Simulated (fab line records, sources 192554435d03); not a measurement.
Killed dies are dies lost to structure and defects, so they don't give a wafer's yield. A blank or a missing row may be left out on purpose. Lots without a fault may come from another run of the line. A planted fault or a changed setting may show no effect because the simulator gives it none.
Chamber matching | flow n5_finfet | N5_BEOL_M7_ETCH_65 on rie_diel-01: 4 sister chambers
The step etches SiARC in CF4, target depth 15.6 nm, time 26 s. 14 wafers are shown with their chamber, then 7 later ones without.

WAFERS WITH THEIR CHAMBER
wafer  | chamber | showerhead_plenum_p_Torr (Torr) | drypump_motor_current_A (A) | throttle_valve_pct (%)
L074.1 | 3       | 2.19                            | 6.1                         | 15.56
L074.4 | 1       | 2.11                            | 5.4                         | 15.26
L074.6 | 2       | 2.08                            | 5.2                         | 15.21
L075.2 | 2       | 2.08                            | 5.3                         | 15.22
L075.3 | 1       | 2.11                            | 5.4                         | 15.25
L075.6 | 0       | 2.09                            | 5.5                         | 15.28
L078.2 | 0       | 2.08                            | 5.5                         | 15.30
L078.3 | 3       | 2.19                            | 6.0                         | 15.58
L078.5 | 3       | 2.19                            | 6.0                         | 15.59
L081.1 | 0       | 2.08                            | 5.5                         | 15.30
L081.2 | 2       | 2.08                            | 5.3                         | 15.23
L081.4 | 1       | 2.10                            | 5.4                         | 15.29
L082.2 | 1       | 2.10                            | 5.4                         | 15.29
L082.3 | 2       | 2.08                            | 5.3                         | 15.22

SIGNATURES (means of the wafers above)
reading                  | chamber 0 | chamber 1 | chamber 2 | chamber 3 | scatter within a chamber
showerhead_plenum_p_Torr | 2.0833    | 2.1050    | 2.0800    | 2.1900    | 0.00408
drypump_motor_current_A  | 5.500     | 5.400     | 5.275     | 6.033     | 0.0376
throttle_valve_pct       | 15.2933   | 15.2725   | 15.2200   | 15.5767   | 0.0149
Rule: a wafer's distance from a chamber is the root of the sum, over the readings, of the square of ((its reading less the chamber's mean) divided by the reading's scatter). The wafer belongs to the nearest chamber; if the next one is less than 2 further off, it can't be placed. The scatter: the root of (the sum of the squares of (reading less its chamber's mean) over the shown wafers, divided by (wafers less chambers)).

WAFERS WITHOUT THEIR CHAMBER
wafer  | showerhead_plenum_p_Torr (Torr) | drypump_motor_current_A (A) | throttle_valve_pct (%)
L082.4 | 2.19                            | 6.0                         | 15.61
L091.2 | 2.18                            | 6.0                         | 15.64
L091.3 | 2.10                            | 5.4                         | 15.32
L091.5 | 2.18                            | 6.0                         | 15.65
L097.2 | 2.18                            | 6.0                         | 15.67
L097.3 | 2.07                            | 5.2                         | 15.29
L097.6 | 2.07                            | 5.3                         | 15.28

WHICH CHAMBER EACH WENT THROUGH
wafer  | from the rows above     | in truth
L082.4 | 3                       | 3
L091.2 | 3                       | 3
L091.3 | can't be placed: 1 or 0 | 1
L091.5 | 3                       | 3
L097.2 | 3                       | 3
L097.3 | 2                       | 2
L097.6 | can't be placed: 2 or 0 | 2
Placed correctly: 5 of 7. Can't be placed from these rows: 2 (the true chamber is among the candidates in 2). Placed wrongly: 0.
